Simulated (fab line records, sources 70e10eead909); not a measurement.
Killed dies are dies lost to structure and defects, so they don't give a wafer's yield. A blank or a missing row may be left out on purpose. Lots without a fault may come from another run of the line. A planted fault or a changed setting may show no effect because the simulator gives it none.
A struck lot beside a sound one | flow nand_harc | 17 steps out of a route of 1302
Sound: wafers L358.2, L358.4, L358.6. Struck: wafer L370.1. (L370.3 of the same lot was not struck and is left out.) The cause comes at the end.
At each step with rows: each side's tool, then ch and its chambers, then its first start. Under that, the readings that differ: sound wafers | struck wafers | difference of the means | sigmas: that difference in standard deviations of wafers without a fault.
alike: readings whose means differ by less than 2 such deviations, and words and numbers that are the same on both sides. not compared: withheld readings, readings that some wafer has no value for, bounds like >300 that may hide the same value, and numbers for which the record gives no deviation and whose values overlap.
The two part at a step that has a row with sigmas, a row that says differs or no value, or rows on one side only. Numbers that don't overlap but have no deviation are shown without sigmas and don't part them. A reading that every wafer of one side lacks parts them only if that side has two wafers or more.

NHARC_P_M2_INSPECT_11:
  sound on defect_inspect-02, day 9 02:18; struck on defect_inspect-02, day 14 14:19
  alike: raw_defect_count
NHARC_P_M2_DESCUM_14: chemistry O2, time 3 s.
  sound on rie_diel-06 ch 0,1, day 9 02:22; struck on rie_diel-06 ch 3, day 14 14:23
  alike: drypump_motor_current_A, oes_product_au, rf_vpp_V, showerhead_plenum_p_Torr, throttle_valve_pct
  not compared: rf_hours_counter_h
then, 2 steps without rows for these wafers: NHARC_P_M2_ETCH_35 (etches the open film in N2/H2, target depth 40 nm, overetch 12 nm, time 43.94 s); NHARC_P_M2_ETCH_15 (etches the open film in C4F8/Ar, target depth 182.5 nm, time 91.2 s).
NHARC_P_M2_CD_MEAS_16:
  sound on cd_sem-03, day 9 02:40; struck on cd_sem-03, day 14 14:49
  reading    | sound             | struck | difference | sigmas
  cd_nm (nm) | 169.7 167.5 168.4 | 171.0  | +2.5       | +3
then, 1 step without rows for these wafers: NHARC_P_M2_STRIP_18 (strips in N2/H2).
NHARC_P_M2_ETCH_28: etches the open film in CF4/N2, target depth 30 nm, time 72.99 s.
  sound on rie_diel-11 ch 0,2,3; struck on rie_diel-12 ch 1
  reading                         | sound          | struck | difference | sigmas
  showerhead_plenum_p_Torr (Torr) | 2.49 2.50 2.54 | 2.80   | +0.29      | +2
  alike: bias_w, cf4_flow_sccm, drypump_motor_current_A, oes_product_au, rf_vpp_V, throttle_valve_pct
  not compared: rf_hours_counter_h
then, 3 steps without rows for these wafers: NHARC_P_M2_STRIP_19 (strips in post etch residue remover, time 600 s); NHARC_P_M2_DEGAS_29 (time 60 s); NHARC_P_M2_PRE_CLEAN_30 (time 30 s).
NHARC_P_M2_PVD_20: deposits TaN, target thk 5 nm, time 8.06 s.
  sound on pvd_sputter-01; struck on pvd_sputter-03
  reading                | sound          | struck | difference | sigmas
  throttle_valve_pct (%) | 31.2 30.8 29.0 | 27.5   | -2.8       | -2
NHARC_P_M2_PVD_21: deposits Cu, target thk 30 nm, time 20.49 s.
  sound on pvd_sputter-01; struck on pvd_sputter-03
  alike: throttle_valve_pct
NHARC_P_M2_ECD_22: material Cu, target thk 400 nm.
  sound on ecd_cu-01 ch 0,1, day 9 03:47; struck on ecd_cu-01 ch 1, day 14 16:05
  alike: bath_temp_c
NHARC_P_M2_ANNEAL_31: time 90 s.
  sound on rtp_anneal-02 ch 0, day 9 04:11; struck on rtp_anneal-02 ch 0, day 14 16:30
  alike: wafer_temp_C_max
NHARC_P_M2_CMP_23: polishes, t overpolish 20 s, target thk 144.3 nm.
  sound on cmp-04 ch 0,1,2, day 9 04:32; struck on cmp-01 ch 3, day 14 16:51
  reading                | sound          | struck | difference | sigmas
  time_to_endpoint_s (s) | 27.9 27.2 23.7 | 14.0   | -12.3      | -5
  alike: motor_current_A
NHARC_P_M2_THK_MEAS_24: measures by xrf.
  sound on film_metro-02, day 9 04:47; struck on film_metro-01, day 14 17:10
  alike: thk_nm
NHARC_END_SORT_01:
  the record has rows for the sound wafers here (prober-01 ch 0, day 26 07:25) and none for the struck ones

WHERE THEY PART
First at NHARC_P_M2_CD_MEAS_16; last, within this record, at NHARC_END_SORT_01.

WHY: what the simulator had put in
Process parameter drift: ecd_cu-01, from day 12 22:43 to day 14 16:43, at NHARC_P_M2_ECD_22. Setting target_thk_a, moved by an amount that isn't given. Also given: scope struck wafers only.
